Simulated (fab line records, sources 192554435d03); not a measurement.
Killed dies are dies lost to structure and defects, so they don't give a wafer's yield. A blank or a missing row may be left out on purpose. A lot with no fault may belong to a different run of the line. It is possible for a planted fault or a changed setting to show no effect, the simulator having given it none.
8D (eight disciplines) problem report, filled in by code ; flow n5Finfet ; the parts of the form that need people (team, actions taken, sign-off) are left out

== 1. THE PROBLEM ==
runLengthS at N5_MOL_CONTACT_COAG_ALD_27 reads a mean of 4001.0 s on 5 wafers of 3 lots; wafers without a fault read 2769.9 s with a standard deviation of 0.76. So: +99 or more standard deviations from the usual mean.
The step: deposits SiOC, target thk 17 nm, pulse time 1.5 s, time 2720 s.
First seen on wafer L283.3, day 6 21:17, on aldSin-04. At this step, 19 wafers from 7 lots have a number in the record. Rule for "out", or "out of limits": more than 4 standard deviations from the usual mean. The rest of the wafers with a number are treated as sound.

== 2. WHAT IT IS AND WHAT IT IS NOT ==
question;is;is not
which readings at this step;runLengthS;chamberPressureTorr, heaterPowerW
which lots;L283, L289, L290;L278, L279, L294, L298
which wafers of those lots;L283.3, L289.2, L289.3, L290.2, L290.3;L283.1, L290.5
read on which tools;aldSin-04;aldSin-02
when;from day 6 21:17;"up to then (7 sound wafers); but 7 sound wafers of L290, L294, L298 came after"

== 3. SUSPECTS, AND WHAT RULES EACH OUT ==
Counting: if a tool at a process step up to the reading ran every lot that is out, it stays a suspect. Sound lots after the first of them don't rule it out here, since some wafers of a struck lot are sound.
- cvdCo-01 at N5_MOL_CONTACT_COAG_CO_FILL_22 (material Co, precursor CCTBA/H2, target thk 20 nm): kept. Every lot that is out went through it, the first being L283 (day 6 17:39); the last sound lot it ran before that was L278 (day 5 21:42).
- cmp-04 at N5_MOL_CONTACT_COAG_CMP_23 (polishes, stops on SiO2, t overpolish 1.5 s, target thk 0 nm): kept. It ran every lot that is out, first L283 (day 6 20:32).
- aldSin-04 at N5_MOL_CONTACT_COAG_ALD_27 (deposits SiOC, target thk 17 nm, pulse time 1.5 s, time 2720 s): kept. Every lot that is out went through it, the first being L283 (day 6 21:17); the last sound lot it ran before that was L279 (day 6 00:36). Its own runLengthS readings are out on those wafers.
The count leaves cvdCo-01 at N5_MOL_CONTACT_COAG_CO_FILL_22, cmp-04 at N5_MOL_CONTACT_COAG_CMP_23, and aldSin-04 at N5_MOL_CONTACT_COAG_ALD_27.

== 4. THE CAUSE (what the simulator had put in) ==
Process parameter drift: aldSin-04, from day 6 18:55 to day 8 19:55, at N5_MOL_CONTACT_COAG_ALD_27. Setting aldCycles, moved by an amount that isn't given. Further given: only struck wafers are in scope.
After counting, 3 suspects remain, this tool included.

== 5. THE EFFECT CHAIN, in route order ==
One row per reading whose mean, taken over the struck wafers that have a number, lies over 3 standard deviations from the usual. Only readings whose record carries a usual standard deviation are examined. hours: median over the lots of the time between each lot's start at the first step of this table that gives one and its start at this step. sigmas: the change, counted in usual standard deviations.
hours;step;reading;usual;on struck wafers;change;sigmas
0;N5_MOL_CONTACT_COAG_ALD_27;runLengthS;2769.9 s;4001.0;+1231.1;+99 or more
It contains these process steps:
- N5_MOL_CONTACT_COAG_ALD_27: deposits SiOC, target thk 17 nm, pulse time 1.5 s, time 2720 s.

== 6. WHAT WOULD HAVE CAUGHT IT SOONER ==
The fault began at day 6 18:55; the first out-of-limits reading in this record came at day 6 21:17, 2 hours later.
